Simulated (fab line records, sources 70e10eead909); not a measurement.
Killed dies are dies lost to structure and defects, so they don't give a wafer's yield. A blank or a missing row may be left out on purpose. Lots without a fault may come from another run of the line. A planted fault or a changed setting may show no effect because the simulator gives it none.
Which tool did it? | flow nand_harc | 24 lots, 72 wafers sampled, at 2 steps of a route of 1302

WHAT THE GAUGES READ, wafer by wafer
NHARC_A_SOURCE_PLATE_INSPECT_08.
lot  | measured     | on                | raw_defect_count
L074 | day 7 12:46  | defect_inspect-01 | 30 27 44
L075 | day 8 07:12  | defect_inspect-01 | 64 132 102
L076 | day 8 07:12  | defect_inspect-02 | 89 36 51
L077 | day 8 23:22  | defect_inspect-01 | 37 57 25
L078 | day 9 04:47  | defect_inspect-02 | 56 69 57
L079 | day 9 17:58  | defect_inspect-02 | 50 48 66
L080 | day 10 02:47 | defect_inspect-01 | 104 68 90
L081 | day 10 14:37 | defect_inspect-01 | 73 32 40
L082 | day 11 00:19 | defect_inspect-02 | 30 41 57
L083 | day 11 05:28 | defect_inspect-01 | 40 33 55
L085 | day 11 21:43 | defect_inspect-02 | 38 58 61
L084 | day 11 21:43 | defect_inspect-01 | 77 48 54
L086 | day 12 15:19 | defect_inspect-02 | 108 49 115
L087 | day 13 00:42 | defect_inspect-02 | 65 94 52
L088 | day 13 15:43 | defect_inspect-02 | 52 55 57
L090 | day 14 15:07 | defect_inspect-01 | 24 94 103
L089 | day 14 15:08 | defect_inspect-02 | 36 96 60
L091 | day 14 21:01 | defect_inspect-01 | 73 45 95
L092 | day 15 10:52 | defect_inspect-01 | 55 44 107
L093 | day 15 10:52 | defect_inspect-02 | 71 45 28
L094 | day 16 03:00 | defect_inspect-02 | 67 45 37
L096 | day 16 18:49 | defect_inspect-02 | 42 52 107
L095 | day 16 18:49 | defect_inspect-02 | 102 78 39
L097 | day 17 03:28 | defect_inspect-02 | 74 114 91

NHARC_A_ONON_D1_THK_MEAS_11: measures by ellipsometry.
lot  | measured     | on            | thk_nm (nm)
L074 | day 7 15:02  | film_metro-01 | 997 996 997
L075 | day 8 09:30  | film_metro-01 | 1011 1009 1008
L076 | day 8 09:29  | film_metro-02 | 993 992 992
L077 | day 9 01:38  | film_metro-02 | 994 995 994
L078 | day 9 07:05  | film_metro-01 | 988 986 986
L079 | day 9 20:14  | film_metro-02 | 1017 1014 1016
L080 | day 10 05:04 | film_metro-02 | 992 990 991
L081 | day 10 16:55 | film_metro-01 | 1005 1005 1006
L082 | day 11 02:35 | film_metro-02 | 997 997 997
L083 | day 11 07:45 | film_metro-01 | 1017 1016 1017
L085 | day 11 23:59 | film_metro-01 | 1018 1018 1017
L084 | day 12 00:01 | film_metro-02 | 1021 1020 1022
L086 | day 12 17:36 | film_metro-01 | 1004 1004 1002
L087 | day 13 02:59 | film_metro-01 | 1000 1002 1002
L088 | day 13 18:01 | film_metro-01 | 988 991 988
L090 | day 14 17:23 | film_metro-01 | 997 998 996
L089 | day 14 17:24 | film_metro-02 | 995 992 992
L091 | day 14 23:16 | film_metro-02 | 999 1001 1000
L092 | day 15 13:08 | film_metro-02 | 998 997 999
L093 | day 15 13:08 | film_metro-01 | 991 990 991
L094 | day 16 05:18 | film_metro-02 | 1005 1001 1002
L096 | day 16 21:05 | film_metro-01 | 996 997 996
L095 | day 16 21:12 | film_metro-01 | 998 999 1000
L097 | day 17 05:47 | film_metro-01 | 1008 1008 1008

WHICH TOOL RAN EACH LOT (tool, then ch and the chambers of the sampled wafers, then the start)
The record holds no process step before these readings.

WHAT THE TOOLS THEMSELVES READ (means of the sampled wafers that have a number; where no wafer has one, the mark that the record gives instead)
The record holds no such reading with a usual standard deviation.

THE ANSWER, worked out from the rows above alone
Rule: what is usual is taken from the lots themselves. Put in order of their means at a reading, lots are off if they are a third of the lots or fewer, leave a main group of 4 or more, and stand apart from it by a gap of 3 or more times the standard deviation of the main group's means; of several such gaps the widest counts. A main group whose means are all the same, to the digits that the tables above print for the reading, isn't used. A lot without any number at a reading at which 4 lots or more have one is off too. The other lots that the step has rows for count as sound. The gauges are gone through in route order, then the tools' own readings, and for those a lot's mean is taken as printed above. The first step at which some lot is off is used, and at that step the reading that is off furthest; a lot without a number counts as furthest.
No lot is off at any reading shown: from this, nothing can be told.

WHAT THE SIMULATOR HAD PUT IN
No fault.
